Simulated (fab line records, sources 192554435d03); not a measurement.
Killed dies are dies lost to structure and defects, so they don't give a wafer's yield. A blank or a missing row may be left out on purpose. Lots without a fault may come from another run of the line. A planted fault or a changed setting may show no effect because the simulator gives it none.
fab line records | flow n5_finfet
record lots=4 wafers=10 last_day=17
route steps=1938 shown BEOL_M4@1099 BEOL_M5@1112 MIM_TOP_ETCH@1853 PASSIVATION@1936
lots that met no fault: from a run of the same line without faults
start_h: hours from the record's first day to the start of the lot's first wafer shown | wait_h: hours since the lot's step before | " the same as in the row above | L1.1+2: a row that stands for several wafers | - no value, or no start given | * or withheld: withheld | < > ~ a bound
route shown NAME@n: a module of which the file shows steps, and the number in the route of the first | usual: mean/standard deviation of fault-free wafers | same: alike in all rows | chamber/n: place in a boat | sites: the reading at each site | _std_site: their standard deviation | _edge_site: outer sites' mean less inner sites' | radius_mm: how far each site lies from the wafer's centre | mask NAME#n: copy n | behind: the tool/chamber that last shaped the wafer | hold: why the lot was held/for how many hours/how that ended | device: the transistor (n, p or np) that didn't switch | end of line: the same wafers' tests at the end of the route | a step without rows: its recipe alone | killed: dies lost to structure and defects at the first sort, not the wafer's yield | map: a wafer's dies, x killed, . not, _ none there
set.NAME: the setting as run; set.NAME@STEP: as run at that earlier step | model.NAME: the simulator's own value behind a step, which no gauge read
lots at some steps of the route; a table a step, a row a wafer
services: from which hour (start_h, from the record's first day; less than 0 if before it) a tool's chamber was out of use, for how many hours, and why
## steps
# step N5_BEOL_M4_ANNEAL_95
# recipe temp_c=400 time_s=240 ambient=vacuum
# step N5_BEOL_M4_SPUTTER_96
# recipe material=Cu target_thk_a=45 temp_c=-20 chamber_pressure_pa=0.07 power_w=withheld time_s=8.29
# step N5_BEOL_M4_ECD_50
# recipe material=Cu target_thk_a=3000
# step N5_BEOL_M4_ANNEAL_51
# recipe temp_c=225 time_s=90 ambient=N2
# step N5_BEOL_M4_CMP_52
# recipe stop_on=SiOC t_overpolish_s=6.8 down_force_psi=1 platen_rpm=50 clearing_platen_down_force_psi=1.5 clearing_platen_rpm=50 post_cmp_clean=cu_alkaline target_thk_nm=40 clearing_platen_pad_velocity_m_s=0.99484 pad_velocity_m_s=0.99484
# step N5_BEOL_M4_PRE_CLEAN_60
# recipe gas=NH3/H2 time_s=15 temp_c=* rf_power_w=300
# step N5_BEOL_M4_CO_CAP_55
# recipe material=Co target_thk_a=20 temp_c=200 precursor=CCTBA/H2 pressure_torr=30 time_s=102.1
# step N5_BEOL_M4_PRE_CLEAN_56
# recipe gas=NH3 time_s=15 temp_c=withheld rf_power_w=300
# step N5_BEOL_M4_DEP_57
# recipe material=SiCN target_thk_a=80 temp_c=withheld precursor=3MS/NH3 pressure_torr=3 rf_w=202 time_s=14
# step N5_BEOL_M4_RC_MEAS_101
# usual DIBL_N=36.2/1.5 DIBL_P=36.2/1.7 IOFF_N=0.155/0.021 IOFF_P=0.216/0.026 ION_N=674/11 ION_P=464/6.8 SS_N=71.5/0.56 SS_P=73.3/0.6 VT_N=250.2/2.6 VT_P=-249.3/2.5
# columns lot.wafer tool chamber start_h wait_h DIBL_N[mV/V] DIBL_P[mV/V] IOFF_N[nA/um] IOFF_P[nA/um] ION_N[uA/um] ION_P[uA/um] SS_N[mV/dec] SS_P[mV/dec] VT_N[mV] VT_P[mV]
L667.1 prober-02 0 209.87 0.0 35.4 36.4 0.140 0.201 676 464 71.4 73.3 253.5 -254.5
L667.6 " 0 " " 36.7 38.0 0.153 0.233 672 462 71.4 73.1 252.1 -249.7
L669.1 prober-01 0 228.61 0.0 36.6 35.7 0.164 0.237 677 459 72.1 73.3 248.7 -245.7
L669.2 " 0 " " 36.2 35.7 0.160 0.229 659 450 72.8 72.8 250.3 -247.6
L673.3 prober-01 0 243.45 0.3 36.2 37.8 0.166 0.207 690 468 71.2 73.8 248.4 -251.7
L673.4 " 0 " " 36.2 37.4 0.159 0.205 687 461 71.6 73.4 250.4 -249.3
L673.6 " 0 " " 36.1 37.7 0.153 0.204 677 459 71.3 73.5 251.7 -252.7
L681.1 prober-01 0 308.89 0.0 34.9 35.6 0.152 0.194 680 460 71.5 74.0 252.0 -250.5
L681.2 " 0 " " 36.5 35.7 0.163 0.209 665 458 71.3 73.4 249.4 -249.4
L681.6 " 0 " " 34.9 35.9 0.151 0.200 686 470 70.7 73.7 250.2 -252.1
# step N5_BEOL_M5_ILD_DEP_00
# recipe material=SiCOH_lowk target_thk_a=1406.4 temp_c=300 precursor=DEMS/porogen pressure_torr=5 rf_w=500 time_s=25.9
# step N5_BEOL_M5_CURE_79
# recipe temp_c=385 time_s=240 ambient=He/Ar material=SiCOH_lowk
# step N5_BEOL_M5_PECVD_70
# recipe material=SiO2 target_thk_a=160 temp_c=400 precursor=TEOS/O2 pressure_torr=5.5 rf_w=450 teos_flow_sccm=53.8 gas=O2 flow_sccm=3000 time_s=18
# step N5_BEOL_M5_HM_DEP_02
# recipe material=TiN target_thk_a=200 temp_c=25 chamber_pressure_pa=0.49996
# step N5_BEOL_M5_COAT_59
# recipe resist=SOC temp_c=250 time_s=60 spin_rpm=1500 resist_thk_nm=60
# step N5_BEOL_M5_COAT_60
# recipe resist=SiARC temp_c=220 time_s=60 spin_rpm=1500 resist_thk_nm=12
# step N5_BEOL_M5_COAT_71
# recipe resist=underlayer temp_c=205 time_s=60 spin_rpm=1500 resist_thk_nm=5
# step N5_BEOL_M5_COAT_05
# recipe resist=CAR-EUV spin_rpm=1500 resist_thk_nm=30
# step N5_BEOL_M5_EBR_07
# recipe solvent=PGMEA ebr_width_mm=1.5
# step N5_BEOL_M5_SOFTBAKE_06
# recipe temp_c=110 time_s=60 resist=CAR-EUV
# step N5_BEOL_M5_EXPOSE_08
# recipe mask_id=M5 na=0.33 source_shape=annular sigma_inner=0.4 sigma_outer=0.8 polarization=unpolarized target_cd_nm=28 dose_mj=35.75
# step N5_BEOL_M5_PEB_09
# recipe peb_temp_c=100 peb_time_s=60 resist=CAR-EUV
# step N5_BEOL_M5_DEVELOP_10
# recipe develop_time_s=30 developer=TMAH resist=CAR-EUV rinse_liquid=surfactant_rinse dry=air_spin dev_temp_c=23
# step N5_BEOL_M5_DESCUM_16
# recipe chemistry=O2 time_s=7 source_power_w=50 bias_power_w=20 pressure_mtorr=20 rf_frequency_hz=2.712e+07 temp_c=40 resist=CAR-EUV o2_flow_sccm=225
# step N5_BEOL_M5_ETCH_72
# recipe chemistry=N2/H2 target=underlayer target_depth_a=65 mask_material=CAR-EUV time_s=5.2 ion_energy_ev=200 pressure_mtorr=30 source_w=840 bias_w=150 n2_flow_sccm=200 h2_flow_sccm=200 ends=cleared
# step N5_BEOL_M5_ETCH_61
# recipe chemistry=CF4 target=SiARC target_depth_a=156 mask_material=CAR-EUV time_s=26 ion_energy_ev=80 pressure_mtorr=40 source_w=545 bias_w=36 Ar_flow_sccm=100 cf4_flow_sccm=100 ends=cleared
# step N5_BEOL_M5_ETCH_62
# recipe chemistry=N2/H2 target=SOC target_depth_a=750 overetch_a=150 mask_material=SiARC temp_c=40 time_s=112.5 ion_energy_ev=200 pressure_mtorr=30 source_w=840 bias_w=150 n2_flow_sccm=200 h2_flow_sccm=200
# step N5_BEOL_M5_STRIP_63
# recipe chemistry=N2/H2 temp_c=40 n2_flow_sccm=200 h2_flow_sccm=200 rf_frequency_hz=6e+07
# step N5_BEOL_M5_STRIP_73
# recipe chemistry=N2/H2 temp_c=40 n2_flow_sccm=200 h2_flow_sccm=200 rf_frequency_hz=6e+07
# step N5_BEOL_M5_STRIP_64
# recipe chemistry=CF4 resist=SiARC power_w=300 bias_power_w=75 pressure_mtorr=50 cf4_flow_sccm=150 rf_frequency_hz=6e+07
# step N5_BEOL_M5_HM_OPEN_17
# recipe chemistry=Cl2/BCl3 target_depth_a=200 overetch_a=60 target=TiN mask_material=SOC ion_energy_ev=150 pressure_mtorr=10 icp_w=1000 bias_w=126 Cl2_flow_sccm=53.25 bcl3_flow_sccm=21.75 Ar_flow_sccm=25
# step N5_BEOL_M5_STRIP_19
# recipe chemistry=O2 power_w=400 temp_c=40 pressure_mtorr=30 rf_frequency_hz=6e+07 bias_power_w=0 overash_fraction=0.2 o2_flow_sccm=225
# step N5_BEOL_M5_COAT_65
# recipe resist=SOC temp_c=250 time_s=60 spin_rpm=1500 resist_thk_nm=60
# step N5_BEOL_M5_COAT_66
# recipe resist=SiARC temp_c=220 time_s=60 spin_rpm=1500 resist_thk_nm=12
# step N5_MIM_TOP_ETCH_PECVD_03
# recipe material=SiNx target_thk_a=200 temp_c=400 precursor=SiH4/NH3/N2 pressure_torr=1.5 rf_w=300 time_s=17.6
# usual heater_power_outer_w=424/110 heater_power_w=727/140 rf_fwd_power_W=297.3/1.1 showerhead_plenum_p_Torr=5.17/0.042 throttle_valve_pct=41/3.4
# columns lot.wafer tool chamber start_h wait_h heater_power_outer_w heater_power_w rf_fwd_power_W showerhead_plenum_p_Torr throttle_valve_pct model.SiNx_of_MIM_TOP_ETCH_PECVD_03.thk_nm
L667.1 pecvd-04 0 298.71 - 461 827 296.3 5.25 42 35.8
L667.6 " 0 " " 464 824 297.5 5.21 42 20
L669.1 pecvd-04 0 325.35 - 477 830 297.3 5.25 42 35.6
L669.2 " 2 " " 478 802 297.6 5.13 37 20
L673.3 pecvd-02 1 335.60 - 302 581 298.2 5.15 47 19.6
L673.4 " 1 " " 301 580 296.3 5.16 46 20.2
L673.6 " 0 " " 546 870 296.8 5.18 39 20.2
L681.1 pecvd-04 2 398.45 - 538 873 297.7 5.12 37 20
L681.2 " 1 " " 480 825 297.9 5.14 42 20
L681.6 " 1 " " 472 817 296.3 5.13 42 20.4
# step N5_PASSIVATION_PROBE_49
# usual defect_limited_yield=91.3/1.3 killed_at_M0_to_M3=32/11 killed_at_M4_up=15/5.6 killed_at_contacts=12/6 killed_at_front_end=40/11 killed_at_other=3.5/2.6 killed_dies=102/15 killed_on_rim=13/3.4 killed_open=67/12 killed_short=34/7.3 sort_bin_5_function=5.1/0.85 sort_bin_6_memory=3.2/0.61 sort_n_pass=1078/15 sort_yield_pct=91.3/1.3
# same gross_dies=1180 killed_at_back_side=0 sort_bin_4_leakage[%]=0 sort_bin_8_speed[%]=0
# columns lot.wafer tool chamber start_h wait_h defect_limited_yield[%] killed_at_M0_to_M3 killed_at_M4_up killed_at_contacts killed_at_front_end killed_at_other killed_dies killed_on_rim killed_open killed_short sort_bin_5_function[%] sort_bin_6_memory[%] sort_n_pass sort_yield_pct[%]
L667.1 prober-02 - 308.94 0.0 0 27 13 11 58 1071 1180 152 84 28 5.9 3.3 0 0
L669.1 prober-02 - 335.78 0.0 0 26 20 10 33 1091 1180 152 55 35 4.8 2.5 0 0
L673.3 prober-02 - 344.81 0.1 90.0 30 28 6 51 3 118 5 84 34 6.2 3.6 1062 90.0
L673.4 prober-02 - 344.86 0.2 93.2 17 19 14 30 0 80 13 63 16 3.8 3.0 1100 93.2
L673.6 prober-02 - 344.96 0.3 91.7 34 13 3 48 0 98 13 64 33 5.2 3.0 1082 91.7
# killed by level:class
L667.1 MIM_TOP_ETCH:area_pecvd=1068 STI_FIN_REVEAL:geometric_particle:open=27 MOL_CONTACT_COAG:geometric_particle:open=11 ILD0:geometric_particle:open=7 BEOL_M2:geometric_particle:open=7 STI_FIN_REVEAL:geometric_particle:short=6 BEOL_M1:geometric_particle:open=6 BEOL_M4:geometric_particle:open=5
L669.1 MIM_TOP_ETCH:area_pecvd=1090 FIN_SAQP:geometric_particle:open=10 FIN_SAQP:geometric_particle:short=10 BEOL_M4:geometric_particle:open=8 BEOL_M1:geometric_particle:open=8 MOL_CONTACT_COAG:geometric_particle:open=8 BEOL_M3:geometric_particle:open=7 BEOL_M4:geometric_particle:short=5
L673.3 BEOL_M4:geometric_particle:open=19 FIN_SAQP:geometric_particle:open=17 STI_FIN_REVEAL:geometric_particle:open=9 FIN_SAQP:geometric_particle:short=5 BEOL_M2:geometric_particle:open=5 MOL_CONTACT_COAG:geometric_particle:open=5 BEOL_M0_SAQP:geometric_particle:open=5 BEOL_M3:geometric_particle:short=5
L673.4 BEOL_M4:geometric_particle:open=13 MOL_CONTACT_COAG:geometric_particle:open=10 STI_FIN_REVEAL:geometric_particle:open=8 BEOL_M0_SAQP:geometric_particle:open=7 FIN_SAQP:geometric_particle:open=6 FIN_SAQP:geometric_particle:short=4 MOL_CONTACT_COAG:geometric_particle:short=4 BEOL_M2:geometric_particle:open=4
L673.6 STI_FIN_REVEAL:geometric_particle:open=14 FIN_SAQP:geometric_particle:open=9 BEOL_M0_SAQP:geometric_particle:open=9 STI_FIN_REVEAL:geometric_particle:short=8 BEOL_M0_SAQP:geometric_particle:short=6 BEOL_M3:geometric_particle:open=5 BEOL_M4:geometric_particle:open=5 BEOL_M1:geometric_particle:open=4
# map L667.1 (x killed, . not)
_________________xxxxxxxxxxxx________________
______________xxxxxxxxxxxxxxxxxx_____________
___________xxxxxxxxxxxxxxxxxxxxxxxx__________
__________xxxxxxxxxxxxxxxxxxxxxxxxxx_________
________xxxxxxxxxxxxxxxxxxxxxxxxxxxxxx_______
_______xxxxxxxxxxxxxxxxxxxxxxxxxxxxxxxx______
______xxxxxxxxxxxxxxxxxxxxxxxxxxxxxxxxxx_____
_____xxxxxxxxxxxxxxxxxxxxxxxxxxxxxxxxxxxx____
____xxxxxxxxxxxxxxxxxxxxxxxxxxxxxxxxxxxxxx___
___xxxxxxxxxxxxxxxxxxxxxxxxxxxxxxxxxxxxxxxx__
___xxxxxxxxxxxxxxxxxxxxxxxxxxxxxxxxxxxxxxxx__
__xxxxxxxxxxxxxxxxxxxxxxxxxxxxxxxxxxxxxxxxxx_
__xxxxxxxxxxxxxxxxxxxxxxxxxxxxxxxxxxxxxxxxxx_
_xxxxxxxxxxxxxxxxxxxxxxxxxxxxxxxxxxxxxxxxxxxx
_xxxxxxxxxxxxxxxxxxxxxxxxxxxxxxxxxxxxxxxxxxxx
_xxxxxxxxxxxxxxxxxxxxxxxxxxxxxxxxxxxxxxxxxxxx
_xxxxxxxxxxxxxxxxxxxxxxxxxxxxxxxxxxxxxxxxxxxx
_xxxxxxxxxxxxxxxxxxxxxxxxxxxxxxxxxxxxxxxxxxxx
_xxxxxxxxxxxxxxxxxxxxxxxxxxxxxxxxxxxxxxxxxxxx
_xxxxxxxxxxxxxxxxxxxxxxxxxxxxxxxxxxxxxxxxxxxx
_xxxxxxxxxxxxxxxxxxxxxxxxxxxxxxxxxxxxxxxxxxxx
__xxxxxxxxxxxxxxxxxxxxxxxxxxxxxxxxxxxxxxxxxx_
__xxxxxxxxxxxxxxxxxxxxxxxxxxxxxxxxxxxxxxxxxx_
___xxxxxxxxxxxxxxxxxxxxxxxxxxxxxxxxxxxxxxxx__
___xxxxxxxxxxxxxxxxxxxxxxxxxxxxxxxxxxxxxxxx__
____xxxxxxxxxxxxxxxxxxxxxxxxxxxxxxxxxxxxxx___
_____xxxxxxxxxxxxxxxxxxxxxxxxxxxxxxxxxxxx____
______xxxxxxxxxxxxxxxxxxxxxxxxxxxxxxxxxx_____
_______xxxxxxxxxxxxxxxxxxxxxxxxxxxxxxxx______
________xxxxxxxxxxxxxxxxxxxxxxxxxxxxxx_______
__________xxxxxxxxxxxxxxxxxxxxxxxxxx_________
___________xxxxxxxxxxxxxxxxxxxxxxxx__________
______________xxxxxxxxxxxxxxxxxx_____________
_________________xxxxxxxxxxxx________________
# map L669.1 (x killed, . not)
_________________xxxxxxxxxxxx________________
______________xxxxxxxxxxxxxxxxxx_____________
___________xxxxxxxxxxxxxxxxxxxxxxxx__________
__________xxxxxxxxxxxxxxxxxxxxxxxxxx_________
________xxxxxxxxxxxxxxxxxxxxxxxxxxxxxx_______
_______xxxxxxxxxxxxxxxxxxxxxxxxxxxxxxxx______
______xxxxxxxxxxxxxxxxxxxxxxxxxxxxxxxxxx_____
_____xxxxxxxxxxxxxxxxxxxxxxxxxxxxxxxxxxxx____
____xxxxxxxxxxxxxxxxxxxxxxxxxxxxxxxxxxxxxx___
___xxxxxxxxxxxxxxxxxxxxxxxxxxxxxxxxxxxxxxxx__
___xxxxxxxxxxxxxxxxxxxxxxxxxxxxxxxxxxxxxxxx__
__xxxxxxxxxxxxxxxxxxxxxxxxxxxxxxxxxxxxxxxxxx_
__xxxxxxxxxxxxxxxxxxxxxxxxxxxxxxxxxxxxxxxxxx_
_xxxxxxxxxxxxxxxxxxxxxxxxxxxxxxxxxxxxxxxxxxxx
_xxxxxxxxxxxxxxxxxxxxxxxxxxxxxxxxxxxxxxxxxxxx
_xxxxxxxxxxxxxxxxxxxxxxxxxxxxxxxxxxxxxxxxxxxx
_xxxxxxxxxxxxxxxxxxxxxxxxxxxxxxxxxxxxxxxxxxxx
_xxxxxxxxxxxxxxxxxxxxxxxxxxxxxxxxxxxxxxxxxxxx
_xxxxxxxxxxxxxxxxxxxxxxxxxxxxxxxxxxxxxxxxxxxx
_xxxxxxxxxxxxxxxxxxxxxxxxxxxxxxxxxxxxxxxxxxxx
_xxxxxxxxxxxxxxxxxxxxxxxxxxxxxxxxxxxxxxxxxxxx
__xxxxxxxxxxxxxxxxxxxxxxxxxxxxxxxxxxxxxxxxxx_
__xxxxxxxxxxxxxxxxxxxxxxxxxxxxxxxxxxxxxxxxxx_
___xxxxxxxxxxxxxxxxxxxxxxxxxxxxxxxxxxxxxxxx__
___xxxxxxxxxxxxxxxxxxxxxxxxxxxxxxxxxxxxxxxx__
____xxxxxxxxxxxxxxxxxxxxxxxxxxxxxxxxxxxxxx___
_____xxxxxxxxxxxxxxxxxxxxxxxxxxxxxxxxxxxx____
______xxxxxxxxxxxxxxxxxxxxxxxxxxxxxxxxxx_____
_______xxxxxxxxxxxxxxxxxxxxxxxxxxxxxxxx______
________xxxxxxxxxxxxxxxxxxxxxxxxxxxxxx_______
__________xxxxxxxxxxxxxxxxxxxxxxxxxx_________
___________xxxxxxxxxxxxxxxxxxxxxxxx__________
______________xxxxxxxxxxxxxxxxxx_____________
_________________xxxxxxxxxxxx________________
## services
# columns tool chamber start_h hours kind
pecvd-02 - 297.12 6.0 pm
pecvd-02 0 304.87 2.1 scheduled_down
pecvd-02 2 332.42 2.1 scheduled_down
pecvd-02 0 356.84 17.2 repair
pecvd-04 0 364.47 2.1 scheduled_down
## key
first_sign step=N5_PASSIVATION_PROBE_49 reading=killed_at_other direction=up sigmas=99+ usual=3.5 struck=1081
effect step=N5_PASSIVATION_PROBE_49 reading=defect_limited_yield direction=down sigmas=71 usual=91.3 struck=0
model_effect step=N5_MIM_TOP_ETCH_PECVD_03 value=SiNx_of_MIM_TOP_ETCH_PECVD_03.thk_nm without=19.9 struck=35.7
more_kills_born_at N5_MIM_TOP_ETCH_PECVD_03@pecvd-04=2158
met_at N5_MIM_TOP_ETCH_PECVD_03
struck_wafers L667.1,L669.1
later_rows_left_out L667.1,L669.1
fault kind=process_parameter_drift tool=pecvd-04 chamber=- onset_h=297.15 steps=N5_MIM_TOP_ETCH_PECVD_03 channel=time_s offset=* shape=step end_h=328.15 scope=struck_wafers_only acts_in=* stated=*
# later_rows_left_out: the simulator's readings of these wafers behind a module that went badly wrong aren't trusted and aren't shown, but for the sort
